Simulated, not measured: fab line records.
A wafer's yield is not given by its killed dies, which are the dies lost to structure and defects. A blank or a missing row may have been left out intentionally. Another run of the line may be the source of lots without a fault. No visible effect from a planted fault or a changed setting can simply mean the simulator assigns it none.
Chamber matching	flow n5_finfet	4 sister chambers for N5_BEOL_M5_VIA_ETCH_34 on rie_diel-04
The step etches SiCOH lowk in C4F6/O2, target depth 88.3 nm, time 39.2 s. 20 wafers are shown with their chamber, then 9 later ones without.

## WAFERS WITH THEIR CHAMBER
wafer	chamber	showerhead_plenum_p_Torr (Torr)	rf_vpp_V (V)	drypump_motor_current_A (A)
L077.5	3	3.03	647	5.5
L077.6	2	2.94	670	5.7
L080.1	3	3.02	645	5.5
L080.3	2	2.94	668	5.7
L080.4	2	2.94	667	5.7
L082.2	1	2.92	665	5.4
L082.4	2	2.94	667	5.7
L082.6	3	3.02	646	5.5
L081.1	1	2.92	664	5.3
L081.3	2	2.94	668	5.7
L081.5	2	2.94	668	5.7
L083.1	0	2.90	671	5.4
L083.5	3	3.02	647	5.5
L083.6	0	2.90	669	5.4
L085.1	0	2.90	670	5.4
L085.4	3	3.02	645	5.4
L085.5	2	2.93	668	5.7
L090.3	0	2.90	671	5.4
L090.4	1	2.92	666	5.3
L090.6	3	3.01	645	5.5

SIGNATURES (averages over the wafers above)
reading	chamber 0	chamber 1	chamber 2	chamber 3	scatter within a chamber
showerhead_plenum_p_Torr	2.9000	2.9200	2.9386	3.0200	0.00423
rf_vpp_V	670.25	665.00	668.00	645.83	0.987
drypump_motor_current_A	5.400	5.333	5.700	5.483	0.0306
Rule: for a wafer and a chamber, the distance is found by dividing, reading by reading, the gap between the wafer's reading and the chamber's mean by the reading's scatter, squaring, summing and taking the root. The wafer belongs to the nearest chamber; if the next one is less than 2 further off, it can't be placed. The scatter: the root of (the sum of the squares of (reading less its chamber's mean) over the shown wafers, divided by (wafers less chambers)).

## WAFERS WITHOUT THEIR CHAMBER
wafer	showerhead_plenum_p_Torr (Torr)	rf_vpp_V (V)	drypump_motor_current_A (A)
L092.2	2.90	669	5.4
L092.4	3.01	645	5.5
L092.6	2.90	668	5.4
L096.2	2.91	665	5.4
L096.3	2.89	671	5.4
L096.4	3.01	645	5.5
L097.1	2.89	668	5.4
L097.2	3.01	646	5.5
L097.6	2.89	671	5.4

## CHAMBER TAKEN BY EACH
wafer	from the rows above	in truth
L092.2	0	0
L092.4	3	3
L092.6	0	0
L096.2	1	1
L096.3	0	0
L096.4	3	3
L097.1	0	0
L097.2	3	3
L097.6	0	0
Placed correctly: 9 of 9. Number that these rows cannot place: 0. 0 placed wrongly.
